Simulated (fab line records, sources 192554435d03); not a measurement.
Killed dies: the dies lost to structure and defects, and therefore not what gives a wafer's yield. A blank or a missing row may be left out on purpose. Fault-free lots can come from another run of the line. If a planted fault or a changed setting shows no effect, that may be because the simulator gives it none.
The tool behind it: which one? + flow n5_finfet + 24 lots with 72 wafers sampled at 3 steps, on a route of 1938 steps

## WHAT THE GAUGES SHOWED, per wafer
N5_BEOL_M5_THK_MEAS_53: measures by xrf.
| lot  | measured     | on            | M5_THK (nm)    |
|------|--------------|---------------|----------------|
| L074 | day 8 10:57  | film_metro-01 | 61.4 58.4 62.7 |
| L075 | day 8 18:17  | film_metro-01 | 65.0 64.9 64.8 |
| L077 | day 9 09:15  | film_metro-02 | 61.2 61.4 63.2 |
| L076 | day 9 20:37  | film_metro-01 | 59.3 61.1 60.8 |
| L078 | day 10 04:05 | film_metro-01 | 64.4 63.2 61.2 |
| L079 | day 10 14:55 | film_metro-02 | 61.2 60.4 60.1 |
| L080 | day 10 23:57 | film_metro-01 | 66.0 67.6 68.0 |
| L082 | day 11 02:19 | film_metro-01 | 63.0 64.3 65.7 |
| L081 | day 11 05:44 | film_metro-02 | 65.7 64.6 64.8 |
| L083 | day 11 14:12 | film_metro-02 | 58.0 60.2 62.3 |
| L084 | day 11 16:03 | film_metro-01 | 63.1 65.8 63.3 |
| L086 | day 11 21:53 | film_metro-01 | 57.7 60.7 60.8 |
| L085 | day 11 22:48 | film_metro-02 | 60.6 64.0 63.2 |
| L088 | day 12 05:48 | film_metro-02 | 58.4 63.3 63.1 |
| L087 | day 12 11:20 | film_metro-02 | 61.3 61.5 64.8 |
| L090 | day 12 16:43 | film_metro-02 | 58.1 62.0 62.6 |
| L089 | day 12 22:56 | film_metro-01 | 60.3 57.8 61.4 |
| L091 | day 13 08:50 | film_metro-01 | 63.8 59.2 58.4 |
| L092 | day 13 12:03 | film_metro-01 | 67.2 64.0 62.4 |
| L093 | day 13 19:30 | film_metro-02 | 61.2 59.4 63.2 |
| L094 | day 14 00:47 | film_metro-01 | 60.9 65.1 64.0 |
| L095 | day 14 16:24 | film_metro-01 | 61.9 60.4 61.0 |
| L097 | day 14 18:26 | film_metro-01 | 65.3 63.8 66.6 |
| L096 | day 14 20:52 | film_metro-02 | 63.8 62.1 63.6 |

N5_BEOL_M5_INSPECT_58: inspects for defects (darkfield).
| lot  | measured     | on                | raw_defect_count |
|------|--------------|-------------------|------------------|
| L074 | day 8 11:14  | defect_inspect-02 | 76 124 88        |
| L075 | day 8 18:36  | defect_inspect-02 | 54 77 85         |
| L077 | day 9 09:32  | defect_inspect-02 | 67 66 59         |
| L076 | day 9 20:53  | defect_inspect-02 | 109 54 85        |
| L078 | day 10 04:23 | defect_inspect-02 | 66 54 57         |
| L079 | day 10 15:11 | defect_inspect-01 | 79 99 88         |
| L080 | day 11 00:14 | defect_inspect-02 | 137 79 87        |
| L082 | day 11 02:37 | defect_inspect-02 | 88 97 108        |
| L081 | day 11 06:01 | defect_inspect-01 | 117 91 89        |
| L083 | day 11 14:29 | defect_inspect-02 | 84 122 67        |
| L084 | day 11 16:20 | defect_inspect-02 | 86 78 44         |
| L086 | day 11 22:10 | defect_inspect-01 | 62 54 83         |
| L085 | day 11 23:18 | defect_inspect-01 | 74 66 98         |
| L088 | day 12 06:05 | defect_inspect-02 | 51 45 75         |
| L087 | day 12 11:38 | defect_inspect-02 | 61 91 62         |
| L090 | day 12 17:01 | defect_inspect-01 | 74 63 60         |
| L089 | day 12 23:13 | defect_inspect-01 | 67 54 68         |
| L091 | day 13 09:07 | defect_inspect-01 | 55 96 66         |
| L092 | day 13 12:23 | defect_inspect-02 | 95 70 74         |
| L093 | day 13 19:51 | defect_inspect-02 | 74 94 79         |
| L094 | day 14 01:04 | defect_inspect-02 | 73 51 50         |
| L095 | day 14 16:41 | defect_inspect-02 | 60 51 43         |
| L097 | day 14 18:44 | defect_inspect-02 | 72 95 74         |
| L096 | day 14 21:10 | defect_inspect-02 | 59 76 66         |

N5_BEOL_M6_OVL_MEAS_12.
| lot  | measured     | on         | M6_OVL (nm)    |
|------|--------------|------------|----------------|
| L074 | day 8 12:29  | overlay-01 | -0.4 1.6 -0.2  |
| L075 | day 8 21:47  | overlay-02 | -0.1 -1.1 0.0  |
| L077 | day 9 11:09  | overlay-01 | 1.8 1.3 0.5    |
| L076 | day 9 23:01  | overlay-02 | 0.3 -0.2 1.0   |
| L078 | day 10 06:07 | overlay-02 | 0.3 0.7 -0.2   |
| L079 | day 10 16:32 | overlay-01 | -0.3 -0.2 -0.2 |
| L080 | day 11 05:38 | overlay-01 | -0.8 -1.3 0.3  |
| L082 | day 11 05:42 | overlay-01 | 0.2 0.6 0.8    |
| L081 | day 11 09:04 | overlay-01 | -0.2 -1.0 -0.9 |
| L083 | day 11 16:57 | overlay-02 | 0.2 0.2 0.2    |
| L084 | day 11 18:43 | overlay-01 | -1.2 -0.1 -1.1 |
| L086 | day 11 23:26 | overlay-02 | -0.2 -0.8 -0.4 |
| L085 | day 12 01:46 | overlay-01 | 0.1 -0.7 -1.6  |
| L088 | day 12 10:42 | overlay-02 | -0.4 0.1 -0.2  |
| L087 | day 12 14:37 | overlay-01 | 0.2 -0.5 0.3   |
| L090 | day 12 18:16 | overlay-02 | 1.9 -0.5 -0.1  |
| L089 | day 13 01:17 | overlay-02 | -0.2 0.0 0.5   |
| L091 | day 13 10:35 | overlay-01 | 0.6 0.3 0.6    |
| L092 | day 13 14:32 | overlay-02 | 0.0 0.6 0.2    |
| L093 | day 13 22:03 | overlay-01 | -0.2 0.7 0.0   |
| L094 | day 14 03:50 | overlay-02 | -0.4 0.2 -0.6  |
| L095 | day 14 18:10 | overlay-01 | -0.3 -1.0 0.9  |
| L097 | day 14 21:15 | overlay-01 | 0.3 -0.4 -0.3  |
| L096 | day 15 02:27 | overlay-01 | -0.8 0.4 -1.5  |

## WHICH TOOL RAN EACH LOT (tool, then ch and the chambers of the sampled wafers, then the start)
Before these readings, the record contains no process step.

## WHAT THE TOOLS THEMSELVES READ (means of the sampled wafers that have a number; where no wafer has one, the mark that the record gives instead)
The record holds no such reading with a usual standard deviation.

## THE ANSWER, worked out from the rows above alone
Rule: what is usual is taken from the lots themselves. Put in order of their means at a reading, lots are off if they are a third of the lots or fewer, leave a main group of 4 or more, and stand apart from it by a gap of 3 or more times the standard deviation of the main group's means; of several such gaps the widest counts. A main group is skipped when, at the precision printed for the reading in the tables above, its means are all equal. Also off: a lot with no number at a reading for which 4 or more lots have one. All remaining lots with rows at the step are treated as sound. First the gauges in route order, then the tools' own readings, where a lot's mean is used as printed above. The first step at which some lot is off is used, and at that step the reading that is off furthest; a lot without a number counts as furthest.
No lot is off at any reading shown: from this, nothing can be told.

## WHAT THE SIMULATOR PUT IN
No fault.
